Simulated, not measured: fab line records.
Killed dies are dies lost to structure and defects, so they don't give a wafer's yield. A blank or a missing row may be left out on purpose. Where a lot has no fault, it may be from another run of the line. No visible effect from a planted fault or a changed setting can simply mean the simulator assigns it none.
Split-lot experiment + flow n5_finfet + on a route of 1938 steps: 7 lots, 39 wafers read

SPLIT DETAILS
At N5_BEOL_M7_DEP_56 (deposits SiCN from 3MS/NH3, target thk 10 nm, time 17.5 s), the setting target_thk_a was moved away from the recipe's 100 angstrom on 12 of the 39 wafers read, by -29.2% to +53.2%. All remaining wafers had this setting at the recipe value.

The reading comes from the split's own step.

THE READING
SiCN_of_BEOL_M7_DEP_56.thk_nm (the simulator's own value, which no gauge read), in nm, at N5_BEOL_M7_DEP_56 (deposits SiCN from 3MS/NH3, target thk 10 nm, time 17.5 s). There is no usual value for it anywhere in the file. The 27 wafers here that ran the recipe average 10.0 nm, standard deviation 0.17 nm.

| wafer  | tool, chamber at the split | target_thk_a as run, angstrom | against the recipe | SiCN_of_BEOL_M7_DEP_56.thk_nm, nm | against lot-mates on the recipe |
|--------|----------------------------|-------------------------------|--------------------|-----------------------------------|---------------------------------|
| L075.1 | pecvd-03, 1                | 100                           | recipe             | 9.8                               | -                               |
| L075.3 | pecvd-03, 0                | 100                           | recipe             | 10                                | -                               |
| L075.4 | pecvd-03, 1                | 100                           | recipe             | 10.2                              | -                               |
| L080.1 | pecvd-02, 2                | 100                           | recipe             | 10                                | -                               |
| L080.2 | pecvd-02, 0,2              | 100                           | recipe             | 9.8                               | -                               |
| L080.4 | pecvd-02, 0,2              | 100                           | recipe             | 9.8                               | -                               |
| L080.3 | pecvd-02, 0                | 153.2                         | +53.2%             | 15.2                              | +5.3                            |
| L080.5 | pecvd-02, 0                | 153.2                         | +53.2%             | 15.2                              | +5.3                            |
| L080.6 | pecvd-02, 2                | 153.2                         | +53.2%             | 15.4                              | +5.5                            |
| L087.1 | pecvd-03, 1                | 136.7                         | +36.7%             | 13.6                              | +3.7                            |
| L087.2 | pecvd-03, 2                | 100                           | recipe             | 9.8                               | -                               |
| L087.3 | pecvd-03, 0                | 100                           | recipe             | 10                                | -                               |
| L087.4 | pecvd-03, 0                | 100                           | recipe             | 10                                | -                               |
| L087.5 | pecvd-03, 2                | 136.7                         | +36.7%             | 14                                | +4.1                            |
| L087.6 | pecvd-03, 1                | 136.7                         | +36.7%             | 13.8                              | +3.9                            |
| L086.1 | pecvd-02, 2                | 100                           | recipe             | 10                                | -                               |
| L086.6 | pecvd-02, 2                | 100                           | recipe             | 10                                | -                               |
| L086.2 | pecvd-02, 0,1              | 70.79                         | -29.2%             | 7                                 | -2.9                            |
| L086.4 | pecvd-02, 0,1              | 70.79                         | -29.2%             | 7                                 | -2.9                            |
| L086.3 | pecvd-02, 1                | 100                           | recipe             | 9.8                               | -                               |
| L086.5 | pecvd-02, 0                | 70.79                         | -29.2%             | 7.2                               | -2.7                            |
| L089.1 | pecvd-02, 0                | 134.3                         | +34.3%             | 13.4                              | +3.4                            |
| L089.4 | pecvd-02, 0                | 134.3                         | +34.3%             | 13.4                              | +3.4                            |
| L089.2 | pecvd-02, 1                | 100                           | recipe             | 9.8                               | -                               |
| L089.3 | pecvd-02, 2                | 100                           | recipe             | 10                                | -                               |
| L089.5 | pecvd-02, 1                | 134.3                         | +34.3%             | 13.6                              | +3.6                            |
| L089.6 | pecvd-02, 2                | 100                           | recipe             | 10.2                              | -                               |
| L090.1 | pecvd-03, 2,0              | 100                           | recipe             | 10                                | -                               |
| L090.3 | pecvd-03, 2,0              | 100                           | recipe             | 10                                | -                               |
| L090.2 | pecvd-03, 1,2,0            | 100                           | recipe             | 10.2                              | -                               |
| L090.5 | pecvd-03, 1,2,0            | 100                           | recipe             | 10.2                              | -                               |
| L090.6 | pecvd-03, 1,2,0            | 100                           | recipe             | 10.2                              | -                               |
| L090.4 | pecvd-03, 1                | 100                           | recipe             | 10.4                              | -                               |
| L092.1 | pecvd-04, 1,0              | 100                           | recipe             | 10                                | -                               |
| L092.6 | pecvd-04, 1,0              | 100                           | recipe             | 10                                | -                               |
| L092.2 | pecvd-04, 2,0              | 100                           | recipe             | 9.8                               | -                               |
| L092.3 | pecvd-04, 2,0              | 100                           | recipe             | 9.8                               | -                               |
| L092.4 | pecvd-04, 2,1              | 100                           | recipe             | 10.2                              | -                               |
| L092.5 | pecvd-04, 2,1              | 100                           | recipe             | 10.2                              | -                               |
When a row names more than one chamber, that row covers several wafers, and the file does not tell which wafer ran in which chamber.

THE FIT
A straight line over all 39 wafers: SiCN_of_BEOL_M7_DEP_56.thk_nm changes by +0.1 nm for each +1% of target_thk_a; r = +1.00; the points scatter about the line by 0.16 nm.
The same after taking each lot's own level away (the mean of its wafers on the recipe; 39 wafers): +0.102 nm for each +1%; r = +1.00; scatter 0.14 nm.
On that fit, the largest move of target_thk_a shifts the reading by 5.4 nm.
From 9.87 to 10.17 nm: that is the span of the lots' own levels, equal to 1.8 times the standard deviation above.
The two slopes agree, so the slope changes little with the lot-to-lot level.
Check: with one of the wafers moved furthest among these (+53.2%) left out of the fit, the line predicts +5.43 nm for it against its lot-mates. Against them it came out at +5.33 nm.

ADDITIONAL SPLITS CARRIED BY THESE WAFERS
Other splits were also applied to these wafers ahead of the reading. Each is held against what the fit with the lots' levels taken away leaves over:
| other split on the same wafers    | wafers away from the commonest value | r with SiCN_of_BEOL_M7_DEP_56.thk_nm (lot level and that fit taken away) |
|-----------------------------------|--------------------------------------|--------------------------------------------------------------------------|
| N5_BEOL_M7_HM_DEP_02 target_thk_a | 18                                   | -0.03                                                                    |

FILE'S OWN FIT
SiCN_of_BEOL_M7_DEP_56.thk_nm changes by +0.102 nm for each +1% of target_thk_a, r = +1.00.
